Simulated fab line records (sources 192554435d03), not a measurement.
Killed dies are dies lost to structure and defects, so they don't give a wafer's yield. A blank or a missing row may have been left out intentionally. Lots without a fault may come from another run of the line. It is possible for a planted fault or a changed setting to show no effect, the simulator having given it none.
A lot that was struck, set against a sound lot + flow n5_finfet + 39 out of 1938 route steps
Sound: the wafers L202.3, L202.5, L202.6. The struck wafers were L198.1, L198.2, L198.6. Last of all comes the cause.
Each step with rows lists, per side, the tool, then ch with its chambers, then its first start. Under that, the readings that differ: sound wafers + struck wafers + difference of the means + sigmas: that difference in standard deviations of wafers without a fault.
alike: words and numbers the same on both sides, and readings whose means are apart by under 2 such deviations; not compared: readings that were withheld, readings missing a value for some wafer, numbers with overlapping values and no deviation given by the record, and bounds like >300 which may hide the same value.
Wherever a step has rows on one side only, a row that says differs or no value, or a row with sigmas, the two part there. Numbers that don't overlap but have no deviation are shown without sigmas and don't part them. A reading that every wafer of one side lacks parts them only if that side has two wafers or more.

first, 11 steps without rows for these wafers: N5_BEOL_M0_SAQP_ETCH_102 (etches SiO2 in CF4, target depth 4 nm, time 4.4 s); N5_BEOL_M0_SAQP_MANDREL_ETCH_103 (etches a-Si in HBr/Cl2, stops on SiCN, target depth 45 nm, bt time 10 s, time 27 s); N5_BEOL_M0_SAQP_RECESS_104 (chemistry HF/NH3, target SiO2, target depth 18 nm, afs cycles 3, sublimation time 60 s); N5_BEOL_M0_SAQP_COAT_105 (time 60 s, resist thk 100 nm); N5_BEOL_M0_SAQP_ETCH_106 (etches SOC in N2/H2, stops on SiNx, target depth 150 nm); N5_BEOL_M0_SAQP_ETCH_107 (etches SiNx in CH3F/O2, target depth 30 nm); N5_BEOL_M0_SAQP_STRIP_108 (strips in N2/H2); N5_BEOL_M0_SAQP_RECESS_109 (chemistry HF/NH3, target SiO2, target depth 3 nm, afs cycles 1, sublimation time 60 s); N5_BEOL_M0_SAQP_SPACER2_ALD_26 (deposits SiO2, target thk 15 nm, pulse time 1 s, purge time 2 s); N5_BEOL_M0_SAQP_SPACER2_ETCHBACK_27 (etches SiO2 in CHF3/O2, target depth 22.5 nm, time 11.25 s); N5_BEOL_M0_SAQP_MANDREL2_REMOVE_110 (chemistry HBr/Cl2/O2, target a-Si, stops on SiCN, bt time 10 s).
N5_BEOL_M0_SAQP_COAT_69: time 60 s, resist thk 90 nm.
  sound on litho_track-02 ch 0, day 10 09:32; struck on litho_track-04 ch 0, day 9 13:26
| reading                                       | sound                | struck               | difference | sigmas |
|-----------------------------------------------|----------------------|----------------------|------------|--------|
| spin_speed_rpm (rpm)                          | 1499.7 1499.3 1500.5 | 1563.7 1563.0 1563.1 | +63.4      | +63    |
| model.SOC_of_BEOL_M0_SAQP_COAT_69.thk_nm (nm) | 90 89.6 90           | 88 88 87.6           | -2         |        |
  alike: resist_line_temp_C
then, 15 steps without rows for these wafers: N5_BEOL_M0_SAQP_COAT_72 (time 60 s, resist thk 15 nm); N5_BEOL_M0_SAQP_COAT_87 (time 60 s, resist thk 5 nm); N5_BEOL_M0_SAQP_COAT_34 (resist thk 30 nm); N5_BEOL_M0_SAQP_EBR_36; N5_BEOL_M0_SAQP_SOFTBAKE_35 (time 60 s); N5_BEOL_M0_SAQP_EXPOSE_37 (exposes mask M0 CUT1, target cd 30 nm); N5_BEOL_M0_SAQP_PEB_38 (peb time 60 s); N5_BEOL_M0_SAQP_DEVELOP_39 (develop time 30 s); N5_BEOL_M0_SAQP_DESCUM_45 (chemistry O2, time 7 s); N5_BEOL_M0_SAQP_ETCH_88 (etches underlayer in N2/H2, target depth 6.5 nm, time 5.2 s); N5_BEOL_M0_SAQP_ETCH_73 (etches SiARC in CF4, target depth 19.5 nm, time 32.5 s); N5_BEOL_M0_SAQP_CUT_ETCH_46 (etches SOC in N2/H2, target depth 135 nm, overetch 27 nm, time 202.5 s); N5_BEOL_M0_SAQP_STRIP_74 (strips in N2/H2); N5_BEOL_M0_SAQP_STRIP_89 (strips in N2/H2); N5_BEOL_M0_SAQP_ALD_48 (deposits SiO2, target thk 20 nm, pulse time 1 s, co reactant pulse time 1 s).
N5_BEOL_M0_SAQP_ETCH_49: etches SiO2 in CF4/O2, target depth 37 nm.
  sound on rie_diel-04 ch 0,1,2, day 10 10:44; struck on rie_diel-04 ch 1,2,3, day 9 15:41
| reading                                       | sound          | struck     | difference | sigmas |
|-----------------------------------------------|----------------|------------|------------|--------|
| model.SOC_of_BEOL_M0_SAQP_COAT_69.thk_nm (nm) | 70.4 70.2 70.2 | 68 68 68.4 | -2         |        |
  alike: bias_w, drypump_motor_current_A, oes_product_au, rf_vpp_V, showerhead_plenum_p_Torr, throttle_valve_pct
  not compared: rf_hours_counter_h
then, 8 steps without rows for these wafers: N5_BEOL_M0_SAQP_STRIP_75 (strips in CF4); N5_BEOL_M0_CUTY_COAT_50 (time 60 s, resist thk 15 nm); N5_BEOL_M0_CUTY_COAT_51 (resist thk 150 nm); N5_BEOL_M0_CUTY_EBR_52; N5_BEOL_M0_CUTY_SOFTBAKE_53 (time 60 s); N5_BEOL_M0_CUTY_EXPOSE_54 (exposes mask M0 ABLK); N5_BEOL_M0_CUTY_PEB_55 (peb time 60 s); N5_BEOL_M0_CUTY_DEVELOP_56 (develop time 30 s).
N5_BEOL_M0_CUTY_ETCH_63: etches SOC in N2/H2, target depth 82.7 nm, overetch 16.5 nm, time 124 s.
  sound on rie_diel-03 ch 0,1,2, day 10 11:16; struck on rie_diel-02 ch 1,2,3, day 9 16:22
| reading                  | sound             | struck            | difference | sigmas |
|--------------------------|-------------------|-------------------|------------|--------|
| model.etch.depth_nm (nm) | 70.47 70.22 70.12 | 68.08 67.94 68.32 | -2.16      |        |
  alike: bias_w, drypump_motor_current_A, n2_flow_sccm, oes_product_au, rf_vpp_V, showerhead_plenum_p_Torr, throttle_valve_pct
  not compared: rf_hours_counter_h
-- here the record skips 2 days between the struck wafers' starts before and after, leaving off in module BEOL_M0_CUTY and picking up in module BEOL_M4 (first step shown: number 1111 of the route) --
N5_BEOL_M4_RC_MEAS_101:
  sound on prober-02 ch 0, day 13 01:22; struck on prober-01 ch 0, day 11 19:35
  alike: DIBL_N, DIBL_P, IOFF_N, IOFF_P, ION_N, ION_P, SS_N, SS_P, VT_N, VT_P
-- a jump in the record: the struck wafers' starts before and after are 4 days apart (it breaks off in module BEOL_M4 and resumes in module PASSIVATION, where the first step shown is number 1936 of the route) --
N5_PASSIVATION_PROBE_49:
  struck on prober-02, day 16 07:19; sound on prober-01, day 17 09:16
  alike: defect_limited_yield, killed_at_M0_to_M3, killed_at_M4_up, killed_at_contacts, killed_at_front_end, killed_at_other, killed_dies, killed_open, killed_short, sort_bin_4_leakage, sort_bin_5_function, sort_bin_6_memory, sort_n_pass, sort_yield_pct

## WHERE THEY PART
At N5_BEOL_M0_SAQP_COAT_69 and nowhere else, as far as this record goes. Later steps at which nothing parts them and some readings are alike: N5_BEOL_M0_SAQP_ETCH_49, N5_BEOL_M0_CUTY_ETCH_63, N5_BEOL_M4_RC_MEAS_101, N5_PASSIVATION_PROBE_49.

WHY: the cause the simulator had injected
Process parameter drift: litho_track-04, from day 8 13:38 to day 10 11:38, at N5_BEOL_M0_SAQP_COAT_69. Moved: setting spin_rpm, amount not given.
